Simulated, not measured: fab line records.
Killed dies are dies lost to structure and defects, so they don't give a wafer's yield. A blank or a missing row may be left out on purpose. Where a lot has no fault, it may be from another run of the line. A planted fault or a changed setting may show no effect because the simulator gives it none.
Matching of chambers    flow n5-finfet    rie-diel-05 running N5_BEOL_M11_ETCH_65: 4 sister chambers
The step etches SiARC in CF4, target depth 39 nm, time 65 s. 14 wafers are shown with their chamber, then 7 later ones without.

WAFERS WITH THEIR CHAMBER
wafer   chamber  throttle-valve-pct (%)  showerhead-plenum-p-Torr (Torr)  oes-product-au (a.u.)
L076.2  3        15.43                   2.15                             0.64
L076.3  2        15.93                   2.16                             0.69
L076.5  2        15.92                   2.16                             0.69
L077.4  3        15.42                   2.15                             0.64
L077.5  2        15.94                   2.16                             0.69
L077.6  3        15.42                   2.15                             0.64
L079.2  3        15.44                   2.14                             0.63
L079.5  0        15.99                   2.11                             0.58
L079.6  3        15.43                   2.15                             0.64
L080.2  0        15.98                   2.11                             0.57
L080.3  2        15.96                   2.15                             0.67
L080.6  1        15.39                   2.08                             0.71
L082.2  3        15.44                   2.14                             0.63
L082.4  2        15.97                   2.15                             0.67

SIGNATURES (means of the wafers above)
reading                   chamber 0  chamber 1  chamber 2  chamber 3  scatter within a chamber
throttle-valve-pct        15.9850    15.3900    15.9440    15.4300    0.0147
showerhead-plenum-p-Torr  2.1100     2.0800     2.1560     2.1467     0.00503
oes-product-au            0.5750     0.7100     0.6820     0.6367     0.00814
Rule: a wafer's distance from a chamber is the root of the sum, over the readings, of the square of ((its reading less the chamber's mean) divided by the reading's scatter). The wafer belongs to the nearest chamber; if the next one is less than 2 further off, it can't be placed. The scatter is the square root of a quotient: the sum, over the shown wafers, of each reading's squared deviation from its chamber's mean, divided by wafers minus chambers.

WAFERS WITH NO CHAMBER GIVEN
wafer   throttle-valve-pct (%)  showerhead-plenum-p-Torr (Torr)  oes-product-au (a.u.)
L082.5  15.45                   2.14                             0.63
L084.2  15.97                   2.11                             0.58
L084.3  15.98                   2.15                             0.68
L084.4  15.46                   2.14                             0.62
L093.1  15.48                   2.14                             0.61
L093.3  16.01                   2.15                             0.66
L093.6  15.43                   2.07                             0.69

WHICH CHAMBER EACH WENT THROUGH
wafer   from the rows above  in truth
L082.5  3                    3
L084.2  0                    0
L084.3  2                    2
L084.4  3                    3
L093.1  3                    3
L093.3  2                    2
L093.6  1                    1
Correctly placed: 7 of 7. From these rows, 0 cannot be placed. Wrongly placed: 0.
